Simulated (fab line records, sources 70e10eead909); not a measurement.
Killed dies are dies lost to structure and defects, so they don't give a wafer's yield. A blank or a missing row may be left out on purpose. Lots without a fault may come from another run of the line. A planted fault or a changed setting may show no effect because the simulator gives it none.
One fault seen from 3 desks | flow nand_harc | each desk has only its own numbers; what lay behind them comes last

THE DEFECT DESK
What the inspections along the route counted, lot by lot: means of the sampled wafers that have a number. A lot is out of limits, marked OUT, if its mean lies more than 4 standard deviations from the usual mean; the brackets give that distance.
Columns: A = raw_defect_count at NHARC_P_M2_INSPECT_11, usual 4.1
lot  | first seen here | A
L192 | day 7 05:31     | 4.7
L194 | day 7 07:10     | 4.3
L204 | day 10 11:14    | 4.0
L209 | day 11 12:32    | 5.3
L211 | day 11 17:00    | 4.0
This desk's finding: nothing out of limits on any of the 5 lots.

THE METROLOGY DESK
What the gauges read, lot by lot, whatever tool the lot ran on: means of the sampled wafers that have a number. A lot is out of limits, marked OUT, if its mean lies more than 4 standard deviations from the usual mean; the brackets give that distance.
Columns: A = cd_nm at NHARC_P_M2_CD_MEAS_09, usual 169.7 nm; B = overlay_x_nm at NHARC_P_M2_OVL_MEAS_10, usual -0.1 nm; C = overlay_y_nm at NHARC_P_M2_OVL_MEAS_10, usual -0.2 nm; D = cd_nm at NHARC_P_M2_CD_MEAS_16, usual 169.6 nm; E = thk_nm at NHARC_P_M2_THK_MEAS_24, usual 145.0 nm
lot  | first seen here | A     | B    | C    | D     | E
L192 | day 7 05:23     | 169.2 | -0.6 | -0.3 | 168.2 | 145.6
L194 | day 7 07:01     | 169.6 | -0.7 | -0.5 | 169.2 | 145.4
L204 | day 10 11:07    | 170.1 | 0.1  | 0.7  | 170.2 | 147.7
L209 | day 11 12:25    | 169.7 | -0.5 | -2.1 | 169.9 | 145.9
L211 | day 11 16:53    | 169.1 | 1.0  | -0.8 | 169.7 | 142.7
This desk's finding: nothing out of limits on any of the 5 lots.

THE TOOL OWNER'S DESK: pvd_sputter-03
The tool's own readings at NHARC_P_M2_PRE_CLEAN_30 (time 30 s): means of the sampled wafers that have a number, for each lot that ran on this tool. A lot is out of limits, marked OUT, if its mean lies more than 4 standard deviations from the usual mean; the brackets give that distance.
Columns: A = heater_power_w at NHARC_P_M2_PRE_CLEAN_30, usual 407 W
lot  | first seen here | A
L194 | day 7 08:20     | 417
L204 | day 10 12:23    | 397
This desk's finding: nothing out of limits on any of the 2 lots.

PUT TOGETHER
The defect desk saw nothing out of limits.
The metrology desk saw nothing out of limits.
The tool owner's desk saw nothing out of limits.

WHAT THE SIMULATOR HAD PUT IN
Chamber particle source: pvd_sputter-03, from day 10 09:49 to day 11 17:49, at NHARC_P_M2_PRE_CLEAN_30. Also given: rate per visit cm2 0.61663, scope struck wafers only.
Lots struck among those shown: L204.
